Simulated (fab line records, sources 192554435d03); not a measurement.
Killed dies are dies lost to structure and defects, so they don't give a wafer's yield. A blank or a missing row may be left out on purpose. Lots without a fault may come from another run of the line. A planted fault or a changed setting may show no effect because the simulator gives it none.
Chamber matching | flow n5_finfet | N5_BEOL_M1_ILD_DEP_00 on pecvd-02: 3 sister chambers
The step deposits SiOC from DEMS/O2, target thk 79 nm, time 15.3 s. 18 wafers are shown with their chamber, then 9 later ones without.

WAFERS WITH THEIR CHAMBER
wafer  | chamber | throttle_valve_pct (%) | heater_power_w (W) | showerhead_plenum_p_Torr (Torr)
L077.1 | 1       | 12.0                   | 538                | 5.717
L077.2 | 0       | 12.0                   | 462                | 5.694
L077.4 | 0       | 11.9                   | 470                | 5.710
L080.2 | 1       | 12.3                   | 598                | 5.718
L080.3 | 2       | 11.3                   | 544                | 5.680
L080.4 | 1       | 12.0                   | 596                | 5.709
L083.3 | 2       | 11.3                   | 548                | 5.704
L083.4 | 1       | 12.2                   | 650                | 5.715
L083.5 | 1       | 12.0                   | 634                | 5.716
L086.1 | 1       | 12.0                   | 624                | 5.702
L086.2 | 2       | 11.3                   | 617                | 5.683
L086.5 | 0       | 12.2                   | 508                | 5.695
L089.2 | 1       | 11.8                   | 648                | 5.713
L089.4 | 2       | 11.4                   | 620                | 5.694
L089.6 | 1       | 11.8                   | 657                | 5.721
L091.4 | 1       | 12.4                   | 622                | 5.711
L091.5 | 2       | 11.2                   | 633                | 5.693
L091.6 | 0       | 11.9                   | 513                | 5.705

SIGNATURES (means of the wafers above)
reading                  | chamber 0 | chamber 1 | chamber 2 | scatter within a chamber
throttle_valve_pct       | 12.000    | 12.056    | 11.300    | 0.168
heater_power_w           | 488.25    | 618.56    | 592.40    | 36.9
showerhead_plenum_p_Torr | 5.70100   | 5.71356   | 5.69080   | 0.00733
Rule: a wafer's distance from a chamber is the root of the sum, over the readings, of the square of ((its reading less the chamber's mean) divided by the reading's scatter). The wafer belongs to the nearest chamber; if the next one is less than 2 further off, it can't be placed. The scatter: the root of (the sum of the squares of (reading less its chamber's mean) over the shown wafers, divided by (wafers less chambers)).

WAFERS WITHOUT THEIR CHAMBER
wafer  | throttle_valve_pct (%) | heater_power_w (W) | showerhead_plenum_p_Torr (Torr)
L092.1 | 12.2                   | 675                | 5.712
L092.2 | 11.9                   | 424                | 5.700
L092.3 | 11.4                   | 581                | 5.690
L092.4 | 12.1                   | 667                | 5.716
L092.5 | 11.9                   | 431                | 5.692
L092.6 | 11.3                   | 567                | 5.701
L093.1 | 12.2                   | 495                | 5.701
L093.3 | 11.1                   | 591                | 5.681
L093.4 | 11.9                   | 488                | 5.690

WHICH CHAMBER EACH WENT THROUGH
wafer  | from the rows above | in truth
L092.1 | 1                   | 1
L092.2 | 0                   | 0
L092.3 | 2                   | 2
L092.4 | 1                   | 1
L092.5 | 0                   | 0
L092.6 | 2                   | 2
L093.1 | 0                   | 0
L093.3 | 2                   | 2
L093.4 | 0                   | 0
Placed correctly: 9 of 9. Can't be placed from these rows: 0. Placed wrongly: 0.
